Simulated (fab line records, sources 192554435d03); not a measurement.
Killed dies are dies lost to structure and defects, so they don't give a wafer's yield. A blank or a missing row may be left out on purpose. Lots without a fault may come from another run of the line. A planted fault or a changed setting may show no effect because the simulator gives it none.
One fault seen from 3 desks | flow n5_finfet | each desk has only its own numbers; what lay behind them comes last

THE TOOL OWNER'S DESK: litho_track-02
The tool's own readings at N5_FIN_CUT_COAT_19 (time 60 s, resist thk 20 nm): means of the sampled wafers that have a number, for each lot that ran on this tool. A lot is out of limits, marked OUT, if its mean lies more than 4 standard deviations from the usual mean; the brackets give that distance.
Columns: A = run_length_s at N5_FIN_CUT_COAT_19, usual 66.23 s
lot  | first seen here | A
L355 | day 2 04:05     | 66.41
L358 | day 2 20:43     | 66.42
L359 | day 3 03:29     | 66.44
L366 | day 4 20:11     | 66.41
L377 | day 7 15:29     | 69.58 (+12) OUT
L378 | day 7 20:33     | 69.51 (+12) OUT
This desk's finding: out of limits on L377, L378; first on L377, day 7 15:29 (run_length_s at N5_FIN_CUT_COAT_19). In limits: L355, L358, L359, L366.

THE METROLOGY DESK
What the gauges read, lot by lot, whatever tool the lot ran on: means of the sampled wafers that have a number. A lot is out of limits, marked OUT, if its mean lies more than 4 standard deviations from the usual mean; the brackets give that distance. Of its 11 readings 7 are shown: those that lie furthest out on some lot.
Columns: A = DIBL_N at N5_BEOL_M4_RC_MEAS_101, usual 36.6 mV/V; B = DIBL_P at N5_BEOL_M4_RC_MEAS_101, usual 36.4 mV/V; C = IOFF_N at N5_BEOL_M4_RC_MEAS_101, usual 0.167 nA/um; D = ION_N at N5_BEOL_M4_RC_MEAS_101, usual 678 uA/um; E = ION_P at N5_BEOL_M4_RC_MEAS_101, usual 464 uA/um; F = SS_P at N5_BEOL_M4_RC_MEAS_101, usual 73.4 mV/dec; G = VT_N at N5_BEOL_M4_RC_MEAS_101, usual 248.5 mV
lot  | first seen here | A    | B    | C     | D   | E   | F    | G
L355 | day 2 01:16     | 37.3 | 37.2 | 0.186 | 690 | 466 | 73.2 | 245.6
L356 | day 2 06:28     | 38.5 | 36.3 | 0.188 | 684 | 467 | 73.4 | 245.8
L358 | day 2 17:58     | 36.6 | 35.5 | 0.171 | 680 | 470 | 73.6 | 247.9
L359 | day 3 01:19     | 37.9 | 36.9 | 0.181 | 694 | 473 | 73.7 | 245.3
L360 | day 3 07:59     | 35.4 | 34.1 | 0.140 | 669 | 473 | 72.4 | 252.3
L365 | day 4 12:18     | 35.4 | 35.1 | 0.148 | 669 | 460 | 73.0 | 249.2
L366 | day 4 17:59     | 34.5 | 35.5 | 0.156 | 678 | 469 | 73.2 | 250.2
L368 | day 5 06:05     | 36.1 | 37.8 | 0.177 | 672 | 457 | 74.1 | 248.2
L377 | day 7 13:08     | 37.6 | 37.3 | 0.204 | 694 | 471 | 74.1 | 244.3
L378 | day 7 18:02     | 36.0 | 36.7 | 0.155 | 678 | 459 | 72.5 | 250.1
This desk's finding: nothing out of limits on any of the 10 lots.

THE DEFECT DESK
What the inspections along the route counted, lot by lot: means of the sampled wafers that have a number. A lot is out of limits, marked OUT, if its mean lies more than 4 standard deviations from the usual mean; the brackets give that distance.
Columns: A = raw_defect_count at N5_FIN_CUT_INSPECT_10, usual 43
lot  | first seen here | A
L355 | day 2 04:27     | 31
L356 | day 2 09:40     | 31
L358 | day 2 21:11     | 35
L359 | day 3 03:51     | 35
L360 | day 3 11:08     | 44
L365 | day 4 14:53     | 49
L366 | day 4 20:40     | 34
L368 | day 5 08:50     | 37
L377 | day 7 15:59     | 53
L378 | day 7 20:56     | 33
This desk's finding: nothing out of limits on any of the 10 lots.

PUT TOGETHER
The tool owner's desk could have raised an alarm at day 7 15:29, on L377, L378.
The metrology desk saw nothing out of limits.
The defect desk saw nothing out of limits.
The metrology desk has L377, L378 on record, within its limits.
The defect desk has L377, L378 on record, within its limits.
Of the lots named, all ran N5_FIN_CUT_COAT_19 on litho_track-02.

WHAT THE SIMULATOR HAD PUT IN
Process parameter drift: litho_track-02, from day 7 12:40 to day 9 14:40, at N5_FIN_CUT_COAT_19. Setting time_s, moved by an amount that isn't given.
Lots struck among those shown: L377, L378.
Hours from the fault's start to each desk's first reading out of limits: the tool owner's desk, 3.
